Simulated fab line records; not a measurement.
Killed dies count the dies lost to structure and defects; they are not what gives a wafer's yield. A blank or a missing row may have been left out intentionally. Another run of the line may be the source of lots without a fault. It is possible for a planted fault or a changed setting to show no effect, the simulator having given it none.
Split-lot trial / flow n5_finfet / 39 wafers read from 7 lots, route of 1938 steps

## THE SPLIT
At N5_BEOL_M8_DESCUM_33 (chemistry O2, time 7 s), the setting time_s was moved away from the recipe's 7 s on 15 of the 39 wafers read, by -53.3% to +48.3%. This setting was run at the recipe's value on the other wafers.

There is no step in the file separating the split from the reading.

## THE READING
CAR-EUV_of_BEOL_M8_COAT_22.thk_nm (the simulator's own value, which no gauge read), in nm, at N5_BEOL_M8_ETCH_72 (etches underlayer in N2/H2, target depth 6.5 nm, time 5.2 s). The file gives no usual value for it. Across the 24 wafers here that went through the recipe, the average is 20.3 nm and the standard deviation 0.15 nm.

wafer=L074.1; tool, chamber at the split=rie_diel-03, 2,3; time_s as run, s=7; against the recipe=recipe; CAR-EUV_of_BEOL_M8_COAT_22.thk_nm, nm=20.6; against lot-mates on the recipe=-
wafer=L074.3; tool, chamber at the split=rie_diel-03, 0; time_s as run, s=7; against the recipe=recipe; CAR-EUV_of_BEOL_M8_COAT_22.thk_nm, nm=20.2; against lot-mates on the recipe=-
wafer=L074.4; tool, chamber at the split=rie_diel-03, 2,3; time_s as run, s=7; against the recipe=recipe; CAR-EUV_of_BEOL_M8_COAT_22.thk_nm, nm=20.4; against lot-mates on the recipe=-
wafer=L076.1; tool, chamber at the split=rie_diel-02, 2,3; time_s as run, s=7; against the recipe=recipe; CAR-EUV_of_BEOL_M8_COAT_22.thk_nm, nm=20.4; against lot-mates on the recipe=-
wafer=L076.3; tool, chamber at the split=rie_diel-02, 2,3; time_s as run, s=7; against the recipe=recipe; CAR-EUV_of_BEOL_M8_COAT_22.thk_nm, nm=20.4; against lot-mates on the recipe=-
wafer=L076.6; tool, chamber at the split=rie_diel-02, 3; time_s as run, s=7; against the recipe=recipe; CAR-EUV_of_BEOL_M8_COAT_22.thk_nm, nm=20.4; against lot-mates on the recipe=-
wafer=L076.2; tool, chamber at the split=rie_diel-02, 0; time_s as run, s=3.629; against the recipe=-48.2%; CAR-EUV_of_BEOL_M8_COAT_22.thk_nm, nm=22.2; against lot-mates on the recipe=+1.8
wafer=L076.4; tool, chamber at the split=rie_diel-02, 2,0; time_s as run, s=3.629; against the recipe=-48.2%; CAR-EUV_of_BEOL_M8_COAT_22.thk_nm, nm=22; against lot-mates on the recipe=+1.6
wafer=L076.5; tool, chamber at the split=rie_diel-02, 2,0; time_s as run, s=3.629; against the recipe=-48.2%; CAR-EUV_of_BEOL_M8_COAT_22.thk_nm, nm=22; against lot-mates on the recipe=+1.6
wafer=L090.1; tool, chamber at the split=rie_diel-06, 2,0; time_s as run, s=10.38; against the recipe=+48.3%; CAR-EUV_of_BEOL_M8_COAT_22.thk_nm, nm=18.6; against lot-mates on the recipe=-1.7
wafer=L090.2; tool, chamber at the split=rie_diel-06, 1; time_s as run, s=10.38; against the recipe=+48.3%; CAR-EUV_of_BEOL_M8_COAT_22.thk_nm, nm=18.6; against lot-mates on the recipe=-1.7
wafer=L090.5; tool, chamber at the split=rie_diel-06, 2,0; time_s as run, s=10.38; against the recipe=+48.3%; CAR-EUV_of_BEOL_M8_COAT_22.thk_nm, nm=18.6; against lot-mates on the recipe=-1.7
wafer=L090.3; tool, chamber at the split=rie_diel-06, 0; time_s as run, s=7; against the recipe=recipe; CAR-EUV_of_BEOL_M8_COAT_22.thk_nm, nm=20.4; against lot-mates on the recipe=-
wafer=L090.4; tool, chamber at the split=rie_diel-06, 2,1; time_s as run, s=7; against the recipe=recipe; CAR-EUV_of_BEOL_M8_COAT_22.thk_nm, nm=20.4; against lot-mates on the recipe=-
wafer=L090.6; tool, chamber at the split=rie_diel-06, 2,1; time_s as run, s=7; against the recipe=recipe; CAR-EUV_of_BEOL_M8_COAT_22.thk_nm, nm=20.2; against lot-mates on the recipe=-
wafer=L092.1; tool, chamber at the split=rie_diel-02, 3,1; time_s as run, s=7; against the recipe=recipe; CAR-EUV_of_BEOL_M8_COAT_22.thk_nm, nm=20.2; against lot-mates on the recipe=-
wafer=L092.2; tool, chamber at the split=rie_diel-02, 2,2,3; time_s as run, s=3.734; against the recipe=-46.7%; CAR-EUV_of_BEOL_M8_COAT_22.thk_nm, nm=22; against lot-mates on the recipe=+1.7
wafer=L092.5; tool, chamber at the split=rie_diel-02, 2,2,3; time_s as run, s=3.734; against the recipe=-46.7%; CAR-EUV_of_BEOL_M8_COAT_22.thk_nm, nm=22; against lot-mates on the recipe=+1.7
wafer=L092.3; tool, chamber at the split=rie_diel-02, 3,1; time_s as run, s=7; against the recipe=recipe; CAR-EUV_of_BEOL_M8_COAT_22.thk_nm, nm=20.4; against lot-mates on the recipe=-
wafer=L092.4; tool, chamber at the split=rie_diel-02, 1; time_s as run, s=7; against the recipe=recipe; CAR-EUV_of_BEOL_M8_COAT_22.thk_nm, nm=20.4; against lot-mates on the recipe=-
wafer=L092.6; tool, chamber at the split=rie_diel-02, 2,2,3; time_s as run, s=3.734; against the recipe=-46.7%; CAR-EUV_of_BEOL_M8_COAT_22.thk_nm, nm=21.8; against lot-mates on the recipe=+1.5
wafer=L093.1; tool, chamber at the split=rie_diel-03, 3,0,3; time_s as run, s=7; against the recipe=recipe; CAR-EUV_of_BEOL_M8_COAT_22.thk_nm, nm=20.2; against lot-mates on the recipe=-
wafer=L093.3; tool, chamber at the split=rie_diel-03, 3,0,3; time_s as run, s=7; against the recipe=recipe; CAR-EUV_of_BEOL_M8_COAT_22.thk_nm, nm=20.2; against lot-mates on the recipe=-
wafer=L093.5; tool, chamber at the split=rie_diel-03, 3,0,3; time_s as run, s=7; against the recipe=recipe; CAR-EUV_of_BEOL_M8_COAT_22.thk_nm, nm=20.2; against lot-mates on the recipe=-
wafer=L093.2; tool, chamber at the split=rie_diel-03, 2,1,0; time_s as run, s=3.269; against the recipe=-53.3%; CAR-EUV_of_BEOL_M8_COAT_22.thk_nm, nm=22.2; against lot-mates on the recipe=+2.0
wafer=L093.4; tool, chamber at the split=rie_diel-03, 2,1,0; time_s as run, s=3.269; against the recipe=-53.3%; CAR-EUV_of_BEOL_M8_COAT_22.thk_nm, nm=22.2; against lot-mates on the recipe=+2.0
wafer=L093.6; tool, chamber at the split=rie_diel-03, 2,1,0; time_s as run, s=3.269; against the recipe=-53.3%; CAR-EUV_of_BEOL_M8_COAT_22.thk_nm, nm=22.2; against lot-mates on the recipe=+2.0
wafer=L097.1; tool, chamber at the split=rie_diel-06, 1,3,2,2,3; time_s as run, s=7; against the recipe=recipe; CAR-EUV_of_BEOL_M8_COAT_22.thk_nm, nm=20.2; against lot-mates on the recipe=-
wafer=L097.2; tool, chamber at the split=rie_diel-06, 1,3,2,2,3; time_s as run, s=7; against the recipe=recipe; CAR-EUV_of_BEOL_M8_COAT_22.thk_nm, nm=20.2; against lot-mates on the recipe=-
wafer=L097.4; tool, chamber at the split=rie_diel-06, 0; time_s as run, s=7; against the recipe=recipe; CAR-EUV_of_BEOL_M8_COAT_22.thk_nm, nm=20.2; against lot-mates on the recipe=-
wafer=L097.5; tool, chamber at the split=rie_diel-06, 1,3,2,2,3; time_s as run, s=7; against the recipe=recipe; CAR-EUV_of_BEOL_M8_COAT_22.thk_nm, nm=20.2; against lot-mates on the recipe=-
wafer=L097.3; tool, chamber at the split=rie_diel-06, 1,3,2,2,3; time_s as run, s=7; against the recipe=recipe; CAR-EUV_of_BEOL_M8_COAT_22.thk_nm, nm=20; against lot-mates on the recipe=-
wafer=L097.6; tool, chamber at the split=rie_diel-06, 1,3,2,2,3; time_s as run, s=7; against the recipe=recipe; CAR-EUV_of_BEOL_M8_COAT_22.thk_nm, nm=20; against lot-mates on the recipe=-
wafer=L096.1; tool, chamber at the split=rie_diel-03, 2; time_s as run, s=8.848; against the recipe=+26.4%; CAR-EUV_of_BEOL_M8_COAT_22.thk_nm, nm=19.8; against lot-mates on the recipe=-0.7
wafer=L096.2; tool, chamber at the split=rie_diel-03, 0,1,2; time_s as run, s=7; against the recipe=recipe; CAR-EUV_of_BEOL_M8_COAT_22.thk_nm, nm=20.4; against lot-mates on the recipe=-
wafer=L096.5; tool, chamber at the split=rie_diel-03, 0,1,2; time_s as run, s=7; against the recipe=recipe; CAR-EUV_of_BEOL_M8_COAT_22.thk_nm, nm=20.4; against lot-mates on the recipe=-
wafer=L096.3; tool, chamber at the split=rie_diel-03, 1,3; time_s as run, s=8.848; against the recipe=+26.4%; CAR-EUV_of_BEOL_M8_COAT_22.thk_nm, nm=19.6; against lot-mates on the recipe=-0.9
wafer=L096.4; tool, chamber at the split=rie_diel-03, 1,3; time_s as run, s=8.848; against the recipe=+26.4%; CAR-EUV_of_BEOL_M8_COAT_22.thk_nm, nm=19.6; against lot-mates on the recipe=-0.9
wafer=L096.6; tool, chamber at the split=rie_diel-03, 0,1,2; time_s as run, s=7; against the recipe=recipe; CAR-EUV_of_BEOL_M8_COAT_22.thk_nm, nm=20.6; against lot-mates on the recipe=-
The file does not say which wafer passed through which chamber wherever a row lists several chambers: such a row stands for several wafers.

THE FIT
A straight line over all 39 wafers: CAR-EUV_of_BEOL_M8_COAT_22.thk_nm changes by -0.0346 nm for each +1% of time_s; r = -0.99; the points scatter about the line by 0.15 nm.
The same after taking each lot's own level away (the mean of its wafers on the recipe; 39 wafers): -0.0353 nm for each +1%; r = -0.99; scatter 0.1 nm.
Per that fit: largest time_s move, reading shift of 1.9 nm.
From 20.13 to 20.47 nm: that is the span of the lots' own levels, equal to 2.2 times the standard deviation above.
The two slopes agree, so the slope changes little with the lot-to-lot level.
Check: for one of the wafers moved furthest among these (-53.3%), held out of the fit, the line's prediction against its lot-mates is +1.88 nm. Against them it came out at +2 nm.

## OTHER SPLITS APPLIED TO THESE WAFERS
Other splits were also applied to these wafers ahead of the reading. Each is held against what the fit with the lots' levels taken away leaves over:
other split on the same wafers=N5_SD_EPI_N_ETCH_45 target_depth_a; wafers away from the commonest value=9; r with CAR-EUV_of_BEOL_M8_COAT_22.thk_nm (lot level and that fit taken away)=-0.18
other split on the same wafers=N5_MOL_CONTACT_COAG_ALD_27 ald_cycles; wafers away from the commonest value=15; r with CAR-EUV_of_BEOL_M8_COAT_22.thk_nm (lot level and that fit taken away)=-0.01
other split on the same wafers=N5_BEOL_M3_ETCH_64 time_s; wafers away from the commonest value=6; r with CAR-EUV_of_BEOL_M8_COAT_22.thk_nm (lot level and that fit taken away)=+0.15
other split on the same wafers=N5_BEOL_M5_TRENCH_ETCH_37 time_s; wafers away from the commonest value=12; r with CAR-EUV_of_BEOL_M8_COAT_22.thk_nm (lot level and that fit taken away)=+0.10

## THE WHOLE CHAIN: every reading that the file lists as answering this split, in the file's order
step=N5_BEOL_M8_DESCUM_33; what it does=chemistry O2, time 7 s; reading=CAR-EUV_of_BEOL_M8_COAT_22.thk_nm (the simulator's own value, which no gauge read); change (the file's fit)=-0.0337 nm for each +1% of the setting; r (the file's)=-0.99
step=N5_BEOL_M8_ETCH_72; what it does=etches underlayer in N2/H2, target depth 6.5 nm, time 5.2 s; reading=CAR-EUV_of_BEOL_M8_COAT_22.thk_nm (the simulator's own value, which no gauge read); change (the file's fit)=-0.0353 nm for each +1% of the setting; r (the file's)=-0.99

## THE FILE'S OWN FIT
CAR-EUV_of_BEOL_M8_COAT_22.thk_nm changes by -0.0353 nm for each +1% of time_s, r = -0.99.
